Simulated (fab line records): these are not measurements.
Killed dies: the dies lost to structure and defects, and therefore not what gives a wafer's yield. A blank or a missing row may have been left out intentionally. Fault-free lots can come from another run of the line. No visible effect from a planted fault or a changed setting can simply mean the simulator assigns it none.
fab line records	flow nandHarc
record lots=12	wafers=36	lastDay=33
route steps=1302 shown P_ZERO_WELL@31 P_GATE@122 END@1302
lots untouched by any fault: they come from a run of this same line in which no faults occurred
startH: the number of hours between the record's first day and the start of the first shown wafer of the lot	waitH: time in hours since the lot's previous step	" repeats the value in the row above	L1.1+2: one row covering several wafers at once	- no value, or no start given	* or withheld: withheld	< > ~ a bound
route shown NAME@n: a module of which the file shows steps, and the number in the route of the first	usual: average and standard deviation across the fault-free wafers	same: alike in all rows	chamber/n: place in a boat	sites: the reading at each site	_std_site: the standard deviation of these	_edge_site: outer sites' mean less inner sites'	radiusMm: how far each site lies from the wafer's centre	mask NAME#n: copy n	behind: the last tool/chamber to shape the wafer	hold: the reason the lot was held/the length of the hold in hours/how it ended	device: the transistor (n, p or np) that didn't switch	end of line: tests of these same wafers at the route's end	a step without rows: its recipe alone	killed: at the first sort, the dies lost to defects and structure; wafer yield is something else	map: the dies of a wafer, with x for killed, . for not killed, _ for no die there
set.NAME: the setting the step ran with; set.NAME@STEP: the setting that earlier step ran with	model.NAME: the simulator's own value behind a step, which no gauge read
the route's steps for a sample of lots (tables are steps, rows are wafers)
services: when a tool's chamber went out of use (startH, in hours from the record's first day, below 0 if earlier), for how many hours, and the reason
## steps
# step NHARC_P_ZERO_WELL_DESCUM_26
# recipe timeS=3	o2FlowSccm=200	arFlowSccm=0	biasPowerW=0	chemistry=O2
# usual drypumpMotorCurrentA=5.9/0.56	oesProductAu=1.000/0.012	rfVppV=57.7/0.85	showerheadPlenumPTorr=1.89/0.059	throttleValvePct=11.312/0.0077
lot.wafer	tool	chamber	startH	waitH	drypumpMotorCurrentA	oesProductAu	rfHoursCounterH	rfVppV	showerheadPlenumPTorr	throttleValvePct
L953.3	rieDiel-02	2	22.62	-	4.7	1.003	46	58.0	1.91	11.313
L953.2	"	3	"	"	6.0	1.002	46	57.0	1.86	11.300
L953.4	"	0	"	"	5.6	1.012	46	58.2	1.81	11.317
L955.1	rieDiel-12	1	42.73	-	6.1	1.005	33	57.4	1.90	11.323
L955.6	"	2	"	"	5.8	0.989	-	56.9	1.91	11.303
L955.5	"	3	"	"	5.3	0.984	-	57.3	1.92	11.320
L956.1	rieDiel-12	3	54.36	-	5.4	0.999	37	58.3	1.92	11.319
L956.5	"	1	"	"	6.1	1.012	-	56.0	1.90	11.308
L956.6	"	0	"	"	6.8	1.016	-	56.8	1.82	11.317
L957.2	rieDiel-09	2	62.99	-	5.5	0.985	31	60.1	1.98	11.298
L957.4	"	3	"	"	6.6	0.977	31	57.1	2.02	11.299
L957.5	"	1	"	"	5.5	0.965	-	57.7	2.03	11.306
L959.3	rieDiel-02	3	82.62	-	6.0	1.007	12	57.8	1.85	11.302
L959.4	"	1	"	"	6.0	1.016	11	56.7	1.84	11.315
L959.6	"	0	"	"	5.5	0.986	-	58.0	1.81	11.323
L960.4	rieDiel-12	0	92.82	-	6.7	1.019	59	56.4	1.82	11.330
L960.5	"	2	"	"	5.8	0.991	-	58.2	1.91	11.310
L960.6	"	3	"	"	5.4	0.986	-	57.9	1.91	11.314
L963.4	rieDiel-02	2	122.79	-	4.8	0.985	25	58.8	1.90	11.313
L963.2	"	3	"	"	6.1	0.994	22	59.2	1.85	11.290
L963.3	"	1	"	"	6.1	1.006	26	57.0	1.83	11.316
L965.2	rieDiel-12	3	142.73	-	5.4	0.996	5	58.0	1.91	11.312
L965.1	"	0	"	"	6.7	0.992	6	57.4	1.82	11.314
L965.5	"	0	"	"	6.7	0.986	-	57.8	1.82	11.307
L973.4	rieDiel-12	3	222.76	-	5.3	0.998	30	58.1	1.90	11.294
L973.1	"	0	"	"	6.7	1.005	28	58.4	1.81	11.306
L973.5	"	3	"	"	5.3	0.991	-	57.1	1.90	11.324
L974.3	rieDiel-12	3	232.95	-	5.3	0.988	34	58.2	1.90	11.311
L974.1	"	0	"	"	6.8	1.002	30	57.7	1.81	11.311
L974.4	"	1	"	"	6.1	1.003	28	57.5	1.88	11.322
L975.1	rieDiel-12	0	242.61	-	6.7	1.006	33	57.2	1.81	11.316
L975.3	"	1	"	"	6.1	1.007	31	58.5	1.88	11.308
L975.2	"	2	"	"	5.8	1.021	38	56.8	1.90	11.318
L976.1	rieDiel-09	0	253.01	-	5.3	1.016	31	57.2	1.93	11.301
L976.6	"	2	"	"	5.5	1.020	-	56.1	1.96	11.309
L976.5	"	3	"	"	6.6	0.996	-	58.6	2.00	11.306
# step NHARC_P_ZERO_WELL_EXPOSE_49
# recipe na=0.6	targetCdNm=2000	doseMj=22.64	maskId=P_HVPW
# usual stageVelMmS=500.02/0.29
lot.wafer	tool	chamber	startH	waitH	mask	stageVelMmS
L953.2	krfScanner-03	0	25.46	-	P_HVPW#0	500.44
L953.3	"	0	"	"	P_HVPW#0	500.22
L953.4	"	0	"	"	P_HVPW#0	500.09
L955.1	krfScanner-04	0	45.54	-	P_HVPW#0	499.42
L955.5	"	0	"	"	P_HVPW#0	500.37
L955.6	"	0	"	"	P_HVPW#0	499.82
L956.1	krfScanner-04	0	57.20	-	P_HVPW#0	499.71
L956.5	"	0	"	"	P_HVPW#0	499.87
L956.6	"	0	"	"	P_HVPW#0	499.98
L957.2	krfScanner-01	0	65.80	-	P_HVPW#0	499.95
L957.4	"	0	"	"	P_HVPW#0	500.09
L957.5	"	0	"	"	P_HVPW#0	500.45
L959.3	krfScanner-01	0	85.45	-	P_HVPW#0	499.63
L959.4	"	0	"	"	P_HVPW#0	499.64
L959.6	"	0	"	"	P_HVPW#0	500.26
L960.4	krfScanner-04	0	95.81	-	P_HVPW#0	500.73
L960.5	"	0	"	"	P_HVPW#0	500.66
L960.6	"	0	"	"	P_HVPW#0	500.05
L963.2	krfScanner-01	0	125.75	-	P_NWELL#0	500.12
L963.3	"	0	"	"	P_NWELL#0	500.21
L963.4	"	0	"	"	P_NWELL#0	500.23
L965.1	krfScanner-01	0	145.56	-	P_HVPW#0	500.28
L965.2	"	0	"	"	P_HVPW#0	499.94
L965.5	"	0	"	"	P_HVPW#0	500.15
L973.1	krfScanner-01	0	229.65	-	P_HVPW#0	500.16
L973.4	"	0	"	"	P_HVPW#0	500.21
L973.5	"	0	"	"	P_HVPW#0	500.23
L974.1	krfScanner-04	0	235.91	-	P_HVPW#0	499.98
L974.3	"	0	"	"	P_HVPW#0	499.98
L974.4	"	0	"	"	P_HVPW#0	500.05
L975.1	krfScanner-01	0	245.47	-	P_HVPW#0	500.06
L975.2	"	0	"	"	P_HVPW#0	500.17
L975.3	"	0	"	"	P_HVPW#0	499.88
L976.1	krfScanner-04	0	255.95	-	P_HVPW#0	500.05
L976.5	"	0	"	"	P_HVPW#0	499.95
L976.6	"	0	"	"	P_HVPW#0	500.70
# step NHARC_P_ZERO_WELL_CD_MEAS_52
# recipe targetCdNm=2000	landingEnergyEv=500
# usual cdNm=1999.7/2.3
lot.wafer	tool	chamber	startH	waitH	cdNm
L953.2	cdSem-01	0	25.61	-	1998.6
L953.3	"	0	"	"	1996.6
L953.4	"	0	"	"	1999.7
L955.1	cdSem-01	0	45.69	-	1998.6
L955.5	"	0	"	"	2001.5
L955.6	"	0	"	"	2002.8
L956.1	cdSem-02	0	57.36	-	1999.4
L956.5	"	0	"	"	1999.7
L956.6	"	0	"	"	2000.1
L957.2	cdSem-02	0	65.96	-	2001.9
L957.4	"	0	"	"	2001.3
L957.5	"	0	"	"	2001.4
L959.3	cdSem-02	0	85.60	-	2000.0
L959.4	"	0	"	"	2000.0
L959.6	"	0	"	"	2000.5
L960.4	cdSem-02	0	95.96	-	2000.9
L960.5	"	0	"	"	2000.3
L960.6	"	0	"	"	2000.1
L963.2	cdSem-03	0	125.90	-	-
L963.3	"	0	"	"	-
L963.4	"	0	"	"	-
L965.1	cdSem-01	0	145.72	-	1997.3
L965.2	"	0	"	"	1996.1
L965.5	"	0	"	"	2001.6
L973.1	cdSem-03	0	229.80	-	2000.2
L973.4	"	0	"	"	2000.6
L973.5	"	0	"	"	2001.9
L974.1	cdSem-01	0	236.07	-	2001.3
L974.3	"	0	"	"	1996.4
L974.4	"	0	"	"	2002.7
L975.1	cdSem-02	0	245.63	-	1999.3
L975.2	"	0	"	"	1998.2
L975.3	"	0	"	"	2000.0
L976.1	cdSem-02	0	256.11	-	1997.9
L976.5	"	0	"	"	1995.1
L976.6	"	0	"	"	2001.0
# step NHARC_P_ZERO_WELL_INSPECT_43
# usual rawDefectCount=15/6.2
lot.wafer	tool	chamber	startH	waitH	rawDefectCount
L953.2	defectInspect-01	-	27.43	0.5	11
L953.3	"	-	"	"	9
L953.4	"	-	"	"	11
L955.1	defectInspect-02	-	47.53	0.6	15
L955.5	"	-	"	"	8
L955.6	"	-	"	"	6
L956.1	defectInspect-02	-	59.22	0.6	23
L956.5	"	-	"	"	15
L956.6	"	-	"	"	13
L957.2	defectInspect-01	-	67.78	0.5	10
L957.4	"	-	"	"	9
L957.5	"	-	"	"	7
L959.3	defectInspect-02	-	87.53	0.4	12
L959.4	"	-	"	"	12
L959.6	"	-	"	"	20
L960.4	defectInspect-02	-	97.76	0.2	14
L960.5	"	-	"	"	22
L960.6	"	-	"	"	19
L963.2	defectInspect-02	-	127.71	0.5	14
L963.3	"	-	"	"	12
L963.4	"	-	"	"	21
L965.1	defectInspect-01	-	147.54	0.6	9
L965.2	"	-	"	"	8
L965.5	"	-	"	"	8
L973.1	defectInspect-01	-	231.64	0.6	15
L973.4	"	-	"	"	12
L973.5	"	-	"	"	12
L974.1	defectInspect-01	-	237.89	0.6	27
L974.3	"	-	"	"	23
L974.4	"	-	"	"	32
L975.1	defectInspect-02	-	247.44	0.6	20
L975.2	"	-	"	"	7
L975.3	"	-	"	"	10
L976.1	defectInspect-01	-	257.93	0.6	17
L976.5	"	-	"	"	14
L976.6	"	-	"	"	16
# step NHARC_P_GATE_CD_MEAS_11
# recipe targetCdNm=1640	landingEnergyEv=500
# usual cdNm=1639.8/2.6
lot.wafer	tool	chamber	startH	waitH	cdNm
L953.2	cdSem-02	0	85.55	-	1636.6
L953.3	"	0	"	"	1637.5
L953.4	"	0	"	"	1639.5
L955.1	cdSem-01	0	99.78	-	1640.4
L955.5	"	0	"	"	1643.9
L955.6	"	0	"	"	1641.3
L956.1	cdSem-01	0	115.55	-	1637.4
L956.5	"	0	"	"	1637.7
L956.6	"	0	"	"	1638.0
L957.2	cdSem-02	0	119.71	-	1641.1
L957.4	"	0	"	"	1641.1
L957.5	"	0	"	"	1641.5
L959.3	cdSem-02	0	139.56	-	1638.2
L959.4	"	0	"	"	1639.0
L959.6	"	0	"	"	1642.5
L960.4	cdSem-02	0	157.05	-	1639.0
L960.5	"	0	"	"	1640.2
L960.6	"	0	"	"	1636.8
L965.1	cdSem-03	0	193.14	-	1634.6
L965.2	"	0	"	"	1641.7
L965.5	"	0	"	"	1637.4
L973.1	cdSem-01	0	286.18	-	1640.7
L973.4	"	0	"	"	1636.4
L973.5	"	0	"	"	1637.3
L974.1	cdSem-01	0	290.27	-	1639.4
L974.3	"	0	"	"	1637.2
L974.4	"	0	"	"	1635.9
L975.1	cdSem-01	0	298.62	-	1638.3
L975.2	"	0	"	"	1637.7
L975.3	"	0	"	"	1635.2
L976.1	cdSem-03	0	309.64	-	1641.1
L976.5	"	0	"	"	1637.8
L976.6	"	0	"	"	1638.1
# step NHARC_END_SORT_01
# recipe tempC=25
# usual killedAtArray=59/21	killedAtOther=1.0/1.1	killedAtPeriphery=4.0/2.6	killedDies=64/21	killedOpen=3.2/1.7	killedShort=2.5/1.5
# same grossDies=677
lot.wafer	tool	chamber	startH	waitH	killedAtArray	killedAtOther	killedAtPeriphery	killedDies	killedOpen	killedShort
L963.2	prober-01	0	664.15	2.8	86	0	591	677	3	4
L963.3	prober-01	0	664.95	3.1	98	1	578	677	0	6
L963.4	prober-01	0	665.75	3.4	93	0	584	677	0	4
# killed by level:class
L963.2 P_ZERO_WELL:areaExpose=588 A_CHANNEL_HOLE_D1:chamberFilmFlake=34 A_SLIT:chamberFilmFlake=30 A_CHANNEL_HOLE_D2:chamberFilmFlake=6 A_CONTACT:chamberFilmFlake=5 A_WL_FILL:chamberFilmFlake=3 A_ONON_D2:geometricParticle:short=2 A_STAIRCASE:chamberFilmFlake=2
L963.3 P_ZERO_WELL:areaExpose=577 A_CHANNEL_HOLE_D1:chamberFilmFlake=40 A_SLIT:chamberFilmFlake=28 A_CHANNEL_HOLE_D2:chamberFilmFlake=14 A_CONTACT:chamberFilmFlake=6 A_ONON_D2:geometricParticle:short=1 A_CHANNEL_FILL_D2:geometricParticle:short=1 A_STAIRCASE:geometricParticle:short=1
L963.4 P_ZERO_WELL:areaExpose=583 A_SLIT:chamberFilmFlake=36 A_CHANNEL_HOLE_D1:chamberFilmFlake=29 A_CHANNEL_HOLE_D2:chamberFilmFlake=13 A_CONTACT:chamberFilmFlake=6 A_WL_FILL:geometricParticle:short=2 A_CHANNEL_FILL_D1:chamberFilmFlake=2 A_ONON_D1:geometricParticle:short=1
## services
tool	chamber	startH	hours	kind
rieDiel-12	0	1.02	-	clean
rieDiel-12	1	1.02	-	clean
krfScanner-04	-	10.00	4.0	pm
krfScanner-01	-	26.48	2.4	repair
rieDiel-12	1	27.46	13.9	repair
krfScanner-03	-	33.93	0.3	repair
rieDiel-02	-	39.70	9.0	pm
krfScanner-03	-	52.00	4.0	pm
rieDiel-12	2	53.57	15.2	repair
rieDiel-02	0	56.95	7.7	repair
rieDiel-12	-	57.40	1.1	repair
krfScanner-03	-	76.91	1.2	repair
rieDiel-12	-	94.18	9.0	pm
rieDiel-09	1	105.40	6.4	repair
rieDiel-12	3	111.89	15.3	repair
krfScanner-01	-	122.71	1.1	repair
krfScanner-01	-	140.00	4.0	pm
rieDiel-09	-	143.19	9.0	pm
krfScanner-04	-	182.00	4.0	pm
krfScanner-03	-	187.00	3.7	repair
rieDiel-02	3	189.49	5.3	repair
rieDiel-09	1	198.29	6.4	repair
rieDiel-02	-	217.09	9.0	pm
krfScanner-03	-	224.00	4.0	pm
## key
firstSign step=NHARC_P_ZERO_WELL_EXPOSE_49	reading=mask	direction=changed
effect step=NHARC_P_ZERO_WELL_CD_MEAS_52	reading=cdNm	direction=missing
effect step=NHARC_END_SORT_01	reading=killedAtPeriphery	direction=up	sigmas=99+	usual=4.0	struck=584.3
moreKillsBornAt NHARC_P_ZERO_WELL_EXPOSE_49@krfScanner-01=1748
metAt NHARC_P_ZERO_WELL_EXPOSE_49
struckLots L963
laterRowsLeftOut L963.2,L963.3,L963.4
testerLeftOut L963
notActingAt NHARC_P_ZERO_WELL_DESCUM_26,NHARC_P_ZERO_WELL_INSPECT_43,NHARC_P_GATE_CD_MEAS_11
onsetBetween 85.45 125.75
fault kind=wrongMask	tool=any	chamber=-	onsetH=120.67	steps=NHARC_P_ZERO_WELL_EXPOSE_49	auxCopy=P_NWELL#0	scope=struckLotsOnly
# testerLeftOut: of these lots the tester's yield and bins aren't shown, on N5 and GAA mostly nor the transistor test; their killed dies are dies lost to structure and defects alone, not to doping, threshold or leakage, so they don't give the yield
# laterRowsLeftOut: the simulator's readings of these wafers behind a module that went badly wrong aren't trusted and aren't shown, but for the sort
